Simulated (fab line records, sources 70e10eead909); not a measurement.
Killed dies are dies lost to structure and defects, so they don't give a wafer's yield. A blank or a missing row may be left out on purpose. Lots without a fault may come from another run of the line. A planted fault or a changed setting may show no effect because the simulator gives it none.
A struck lot beside a sound one | flow nand_harc | 40 steps out of a route of 1302
Sound: wafers L614.2, L614.5, L614.6. Struck: wafers L621.1, L621.2, L621.4. The cause comes at the end.
At each step with rows: each side's tool, then ch and its chambers, then its first start. Under that, the readings that differ: sound wafers | struck wafers | difference of the means | sigmas: that difference in standard deviations of wafers without a fault.
alike: readings whose means differ by less than 2 such deviations, and words and numbers that are the same on both sides. not compared: withheld readings, readings that some wafer has no value for, bounds like >300 that may hide the same value, and numbers for which the record gives no deviation and whose values overlap.
The two part at a step that has a row with sigmas, a row that says differs or no value, or rows on one side only. Numbers that don't overlap but have no deviation are shown without sigmas and don't part them. A reading that every wafer of one side lacks parts them only if that side has two wafers or more.

NHARC_A_M0_OVL_MEAS_10: pitch 160 nm.
  sound on overlay-02, day 23 06:50; struck on overlay-01, day 25 22:36
  alike: overlay_x_nm, overlay_y_nm
NHARC_A_M0_INSPECT_11:
  sound on defect_inspect-01, day 23 06:52; struck on defect_inspect-02, day 25 22:38
  alike: raw_defect_count
NHARC_A_M0_DESCUM_14: chemistry O2, time 3 s.
  sound on rie_diel-11 ch 0,1,2, day 23 06:57; struck on rie_diel-13 ch 0,1,2, day 25 22:42
  alike: drypump_motor_current_A, oes_product_au, rf_vpp_V, showerhead_plenum_p_Torr, throttle_valve_pct
  not compared: rf_hours_counter_h
then, 2 steps without rows for these wafers: NHARC_A_M0_ETCH_34 (etches the open film in N2/H2, target depth 40 nm, overetch 12 nm, time 43.94 s); NHARC_A_M0_ETCH_15 (etches the open film in C4F8/Ar, target depth 150 nm, overetch 15 nm, time 82.5 s).
NHARC_A_M0_CD_MEAS_16:
  sound on cd_sem-01, day 23 07:14; struck on cd_sem-03, day 25 23:00
  alike: cd_nm
then, 6 steps without rows for these wafers: NHARC_A_M0_STRIP_18 (strips in N2/H2); NHARC_A_M0_STRIP_19 (strips in post etch residue remover, time 600 s); NHARC_A_M0_DEGAS_28 (time 60 s); NHARC_A_M0_PRE_CLEAN_29 (time 30 s); NHARC_A_M0_PVD_20 (deposits TaN, target thk 5 nm, time 8.06 s); NHARC_A_M0_PVD_21 (deposits Cu, target thk 30 nm, time 20.49 s).
NHARC_A_M0_ECD_22: material Cu, target thk 400 nm.
  sound on ecd_cu-01 ch 0,1, day 23 08:13; struck on ecd_cu-01 ch 0,1, day 25 23:59
NHARC_A_M0_ANNEAL_30: time 90 s.
  sound on rtp_anneal-01 ch 0, day 23 08:38; struck on rtp_anneal-02 ch 0, day 26 00:23
  alike: wafer_temp_C_max
then, 1 step without rows for these wafers: NHARC_A_M0_CMP_23 (polishes, t overpolish 20 s, target thk 113.75 nm).
NHARC_A_M0_THK_MEAS_24: measures by xrf.
  sound on film_metro-01, day 23 09:16; struck on film_metro-01, day 26 01:04
  alike: thk_nm
then, 13 steps without rows for these wafers: NHARC_A_M0_SRD_25; NHARC_A_M0_PRE_CLEAN_31 (time 12 s); NHARC_A_M0_DEP_32 (deposits SiCN, target thk 30 nm); NHARC_A_M1_DEP_00 (deposits SiOC, target thk 182.5 nm); NHARC_A_M1_DEHYDRATE_01 (time 120 s); NHARC_A_M1_HMDS_02 (time 30 s); NHARC_A_M1_COAT_34 (time 65 s); NHARC_A_M1_COAT_03 (resist thk 90 nm); NHARC_A_M1_SOFTBAKE_04 (time 55 s); NHARC_A_M1_EBR_05; NHARC_A_M1_EXPOSE_06 (exposes mask A M1, target cd 120 nm); NHARC_A_M1_PEB_07 (peb time 65 s); NHARC_A_M1_DEVELOP_08 (develop time 35 s).
NHARC_A_M1_CD_MEAS_09: target cd 120 nm.
  sound on cd_sem-01 ch 0, day 23 10:43; struck on cd_sem-03 ch 0, day 26 02:42
  alike: cd_nm
NHARC_A_M1_OVL_MEAS_10: pitch 240 nm.
  sound on overlay-01, day 23 10:47; struck on overlay-02, day 26 02:47
  alike: overlay_x_nm, overlay_y_nm
NHARC_A_M1_DESCUM_14: chemistry O2, time 3 s.
  sound on rie_diel-07 ch 2,3, day 23 10:54; struck on rie_diel-01 ch 0,2,3, day 26 02:53
  alike: drypump_motor_current_A, oes_product_au, rf_vpp_V, showerhead_plenum_p_Torr, throttle_valve_pct
  not compared: rf_hours_counter_h
NHARC_A_M1_ETCH_35: etches the open film in N2/H2, target depth 40 nm, overetch 12 nm, time 43.94 s.
  sound on rie_diel-07 ch 1,2, day 23 10:59; struck on rie_diel-01 ch 0,1,3, day 26 02:58
  reading                     | sound       | struck      | difference | sigmas
  drypump_motor_current_A (A) | 6.5 6.4 6.4 | 5.2 5.1 6.1 | -1.0       | -2
  alike: oes_product_au, rf_vpp_V, showerhead_plenum_p_Torr, throttle_valve_pct
  not compared: rf_hours_counter_h
then, 1 step without rows for these wafers: NHARC_A_M1_ETCH_15 (etches the open film in C4F8/Ar, target depth 182.5 nm, time 91.2 s).
NHARC_A_M1_CD_MEAS_16:
  sound on cd_sem-02, day 23 11:12; struck on cd_sem-01, day 26 03:11
  alike: cd_nm
NHARC_A_M1_STRIP_18: strips in N2/H2.
  sound on rie_diel-01 ch 1,2,3, day 23 11:21; struck on rie_diel-05 ch 1,2,3, day 26 03:16
  alike: drypump_motor_current_A, oes_product_au, rf_vpp_V, showerhead_plenum_p_Torr, throttle_valve_pct
  not compared: rf_hours_counter_h
then, 3 steps without rows for these wafers: NHARC_A_M1_ETCH_28 (etches the open film in CF4/N2, target depth 30 nm, time 72.99 s); NHARC_A_M1_STRIP_19 (strips in post etch residue remover, time 600 s); NHARC_A_M1_DEGAS_29 (time 60 s).
NHARC_END_SORT_01:
  the record has rows for the struck wafers here (prober-01 ch 0, day 27 14:10) and none for the sound ones

WHERE THEY PART
First at NHARC_A_M1_ETCH_35; last, within this record, at NHARC_END_SORT_01.

WHY: what the simulator had put in
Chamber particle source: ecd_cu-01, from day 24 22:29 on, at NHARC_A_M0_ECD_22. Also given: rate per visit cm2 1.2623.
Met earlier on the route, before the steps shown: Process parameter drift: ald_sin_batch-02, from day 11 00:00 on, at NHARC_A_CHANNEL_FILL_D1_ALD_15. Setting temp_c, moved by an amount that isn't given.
